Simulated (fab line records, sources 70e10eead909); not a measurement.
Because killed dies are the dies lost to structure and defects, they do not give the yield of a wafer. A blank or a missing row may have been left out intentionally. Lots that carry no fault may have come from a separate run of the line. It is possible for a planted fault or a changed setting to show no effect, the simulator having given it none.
Which tool did it? || flow nand_harc || 11 lots with 33 wafers sampled at 5 steps, on a route of 1302 steps

## WHAT EACH GAUGE READ, for each wafer
NHARC_A_CHANNEL_HOLE_D1_INSPECT_40.
{"lot": "L898", "measured": "day 9 13:12", "on": "defect_inspect-01", "raw_defect_count": "100 116 85"}
{"lot": "L900", "measured": "day 10 09:56", "on": "defect_inspect-01", "raw_defect_count": "63 37 69"}
{"lot": "L904", "measured": "day 11 23:26", "on": "defect_inspect-01", "raw_defect_count": "88 89 102"}
{"lot": "L907", "measured": "day 13 04:27", "on": "defect_inspect-02", "raw_defect_count": "75 105 95"}
{"lot": "L909", "measured": "day 13 11:57", "on": "defect_inspect-01", "raw_defect_count": "78 41 45"}
{"lot": "L910", "measured": "day 14 22:18", "on": "defect_inspect-02", "raw_defect_count": "388 418 423"}
{"lot": "L912", "measured": "day 14 22:58", "on": "defect_inspect-02", "raw_defect_count": "59 60 50"}
{"lot": "L913", "measured": "day 15 06:38", "on": "defect_inspect-02", "raw_defect_count": "430 427 388"}
{"lot": "L914", "measured": "day 15 17:11", "on": "defect_inspect-02", "raw_defect_count": "61 41 64"}
{"lot": "L919", "measured": "day 17 20:05", "on": "defect_inspect-02", "raw_defect_count": "54 59 51"}
{"lot": "L920", "measured": "day 18 16:19", "on": "defect_inspect-02", "raw_defect_count": "38 44 48"}

## WHICH TOOL RAN EACH LOT (tool, then ch and the chambers of the sampled wafers, then the start)
{"lot": "L898", "NHARC_A_CHANNEL_HOLE_D1_ETCH_25": "har_etch-02 ch 0,1, day 9 10:32", "NHARC_A_CHANNEL_HOLE_D1_ETCH_44": "rie_diel-10 ch 0,1,3, day 9 12:13", "NHARC_A_CHANNEL_HOLE_D1_STRIP_27": "rie_diel-10 ch 1,3, day 9 13:06 or earlier", "NHARC_A_CHANNEL_HOLE_D1_XSEM_31": "xsem-02 ch 0, day 9 13:06"}
{"lot": "L900", "NHARC_A_CHANNEL_HOLE_D1_ETCH_25": "har_etch-01 ch 0,1, day 10 07:07", "NHARC_A_CHANNEL_HOLE_D1_ETCH_44": "rie_diel-10 ch 1,2, day 10 08:58", "NHARC_A_CHANNEL_HOLE_D1_STRIP_27": "rie_diel-10 ch 0,2,3, day 10 09:50 or earlier", "NHARC_A_CHANNEL_HOLE_D1_XSEM_31": "xsem-02 ch 0, day 10 09:50"}
{"lot": "L904", "NHARC_A_CHANNEL_HOLE_D1_ETCH_25": "har_etch-02 ch 1, day 11 19:22", "NHARC_A_CHANNEL_HOLE_D1_ETCH_44": "rie_diel-10 ch 1,2,3, day 11 22:27", "NHARC_A_CHANNEL_HOLE_D1_STRIP_27": "rie_diel-10 ch 0,2,3, day 11 23:20 or earlier", "NHARC_A_CHANNEL_HOLE_D1_XSEM_31": "xsem-01 ch 0, day 11 23:20"}
{"lot": "L907", "NHARC_A_CHANNEL_HOLE_D1_ETCH_25": "har_etch-02 ch 0,1, day 13 01:39", "NHARC_A_CHANNEL_HOLE_D1_ETCH_44": "rie_diel-10 ch 0,1, day 13 03:28", "NHARC_A_CHANNEL_HOLE_D1_STRIP_27": "rie_diel-10 ch 0,1, day 13 04:22 or earlier", "NHARC_A_CHANNEL_HOLE_D1_XSEM_31": "xsem-01 ch 0, day 13 04:22"}
{"lot": "L909", "NHARC_A_CHANNEL_HOLE_D1_ETCH_25": "har_etch-01 ch 0,1, day 13 09:16", "NHARC_A_CHANNEL_HOLE_D1_ETCH_44": "rie_diel-10 ch 1,2, day 13 10:58", "NHARC_A_CHANNEL_HOLE_D1_STRIP_27": "rie_diel-10 ch 0,2,3, day 13 11:51 or earlier", "NHARC_A_CHANNEL_HOLE_D1_XSEM_31": "xsem-02 ch 0, day 13 11:51"}
{"lot": "L910", "NHARC_A_CHANNEL_HOLE_D1_ETCH_25": "har_etch-02 ch 0,1, day 14 19:31", "NHARC_A_CHANNEL_HOLE_D1_ETCH_44": "rie_diel-10 ch 2,3, day 14 21:20", "NHARC_A_CHANNEL_HOLE_D1_STRIP_27": "rie_diel-10 ch 0,2, day 14 22:13 or earlier", "NHARC_A_CHANNEL_HOLE_D1_XSEM_31": "xsem-01 ch 0, day 14 22:13"}
{"lot": "L912", "NHARC_A_CHANNEL_HOLE_D1_ETCH_25": "har_etch-01 ch 0,1, day 14 20:19", "NHARC_A_CHANNEL_HOLE_D1_ETCH_44": "rie_diel-06 ch 2,3, day 14 21:59", "NHARC_A_CHANNEL_HOLE_D1_STRIP_27": "rie_diel-06 ch 1,3, day 14 22:53 or earlier", "NHARC_A_CHANNEL_HOLE_D1_XSEM_31": "xsem-02 ch 0, day 14 22:53"}
{"lot": "L913", "NHARC_A_CHANNEL_HOLE_D1_ETCH_25": "har_etch-02 ch 0,1, day 15 03:50", "NHARC_A_CHANNEL_HOLE_D1_ETCH_44": "rie_diel-10 ch 1,2,3, day 15 05:40", "NHARC_A_CHANNEL_HOLE_D1_STRIP_27": "rie_diel-10 ch 0,1, day 15 06:32 or earlier", "NHARC_A_CHANNEL_HOLE_D1_XSEM_31": "xsem-02 ch 0, day 15 06:32"}
{"lot": "L914", "NHARC_A_CHANNEL_HOLE_D1_ETCH_25": "har_etch-01 ch 0,1, day 15 14:23", "NHARC_A_CHANNEL_HOLE_D1_ETCH_44": "rie_diel-10 ch 0,1,2, day 15 16:13", "NHARC_A_CHANNEL_HOLE_D1_STRIP_27": "rie_diel-10 ch 0,1,2, day 15 17:05 or earlier", "NHARC_A_CHANNEL_HOLE_D1_XSEM_31": "xsem-01 ch 0, day 15 17:05"}
{"lot": "L919", "NHARC_A_CHANNEL_HOLE_D1_ETCH_25": "har_etch-01 ch 0,1, day 17 17:24", "NHARC_A_CHANNEL_HOLE_D1_ETCH_44": "rie_diel-10 ch 0,1,2, day 17 18:59", "NHARC_A_CHANNEL_HOLE_D1_STRIP_27": "rie_diel-10 ch 0,1,2, day 17 19:59 or earlier", "NHARC_A_CHANNEL_HOLE_D1_XSEM_31": "xsem-01 ch 0, day 17 19:59"}
{"lot": "L920", "NHARC_A_CHANNEL_HOLE_D1_ETCH_25": "har_etch-02 ch 0,1, day 18 13:36", "NHARC_A_CHANNEL_HOLE_D1_ETCH_44": "rie_diel-02 ch 0,3, day 18 15:19", "NHARC_A_CHANNEL_HOLE_D1_STRIP_27": "rie_diel-02 ch 0,1,3, day 18 16:13 or earlier", "NHARC_A_CHANNEL_HOLE_D1_XSEM_31": "xsem-01 ch 0, day 18 16:13"}
- NHARC_A_CHANNEL_HOLE_D1_ETCH_25: etches the open film in C4F8/O2/Ar, time 1040.2 s, target depth 1500 nm.
- NHARC_A_CHANNEL_HOLE_D1_ETCH_44: etches the open film in CF4/O2, target depth 140 nm, overetch 14 nm, time 77 s.
- NHARC_A_CHANNEL_HOLE_D1_STRIP_27: strips in O2.
- NHARC_A_CHANNEL_HOLE_D1_XSEM_31

## THE ANSWER, worked out from the rows above alone
Rule: the lots themselves supply what counts as usual. Put in order of their means at a reading, lots are off if they are a third of the lots or fewer, leave a main group of 4 or more, and stand apart from it by a gap of 3 or more times the standard deviation of the main group's means; of several such gaps the widest counts. If all means in a main group match to the digits the tables above print for the reading, that group is not used. Also off: a lot with no number at a reading for which 4 or more lots have one. Where the step has rows for the other lots, those lots are counted as sound.
Off: L910, L913, at NHARC_A_CHANNEL_HOLE_D1_INSPECT_40 (raw_defect_count). The main group has a mean of 67 with a standard deviation of 20.
If a tool, at a process step before that reading, ran all the lots that are off and no sound lot after the first of them, it fits. Gauges at NHARC_A_CHANNEL_HOLE_D1_INSPECT_40: tried the same way as those tools. NHARC_A_CHANNEL_HOLE_D1_STRIP_27: start missing for some lots; hours and lot order therefore follow NHARC_A_CHANNEL_HOLE_D1_XSEM_31. Not one of the candidates tried fits.

## WHAT THE SIMULATOR HAD PUT IN
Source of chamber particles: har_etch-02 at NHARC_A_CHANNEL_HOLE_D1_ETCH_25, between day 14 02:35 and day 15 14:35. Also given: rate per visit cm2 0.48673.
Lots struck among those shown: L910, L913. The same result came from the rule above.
